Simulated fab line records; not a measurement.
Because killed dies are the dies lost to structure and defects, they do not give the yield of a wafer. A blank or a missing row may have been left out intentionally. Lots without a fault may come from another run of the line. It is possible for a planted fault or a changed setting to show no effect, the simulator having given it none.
Matching of chambers | flow n5 finfet | rie diel-05 running N5_BEOL_M9_DESCUM_16: 4 sister chambers
The step chemistry O2, time 7.9 s. 8 wafers are shown with their chamber, then 7 later ones without.

## WAFERS PAIRED WITH THEIR CHAMBERS
wafer  | chamber | drypump motor current A (A) | throttle valve pct (%)
L078.1 | 0       | 4.9                         | 20.71
L080.2 | 2       | 5.8                         | 20.71
L080.6 | 0       | 4.9                         | 20.73
L085.1 | 1       | 4.9                         | 20.23
L085.2 | 2       | 5.8                         | 20.76
L085.3 | 3       | 5.4                         | 20.21
L092.2 | 3       | 5.4                         | 20.22
L092.5 | 1       | 5.0                         | 20.26

## WAFERS WITH NO CHAMBER GIVEN
wafer  | drypump motor current A (A) | throttle valve pct (%)
L092.6 | 5.8                         | 20.77
L091.1 | 4.9                         | 20.25
L091.3 | 5.4                         | 20.23
L091.6 | 5.4                         | 20.25
L096.4 | 4.9                         | 20.38
L096.5 | 5.8                         | 20.76
L096.6 | 4.9                         | 20.29

## WHICH CHAMBER EACH ONE RAN IN
wafer  | from the rows above | in truth
L092.6 | 2                   | 2
L091.1 | 1                   | 1
L091.3 | 3                   | 3
L091.6 | 3                   | 3
L096.4 | 1                   | 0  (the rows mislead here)
L096.5 | 2                   | 2
L096.6 | 1                   | 1
6 of 7 placed correctly. Left unplaced by these rows: 0. Wrongly placed: 1.
How it was worked out, from the rows above alone: a wafer's distance from a chamber is the root of the sum, over the readings, of the square of ((its reading less the chamber's mean) divided by the reading's scatter). If the next closest chamber is less than 2 further off than the closest, the wafer can't be placed; otherwise it belongs to the closest. Each chamber's mean is taken over the wafers shown for it. The scatter: take each reading less its chamber's mean, square it, sum over the shown wafers, divide by the number of wafers less the number of chambers, and take the root.
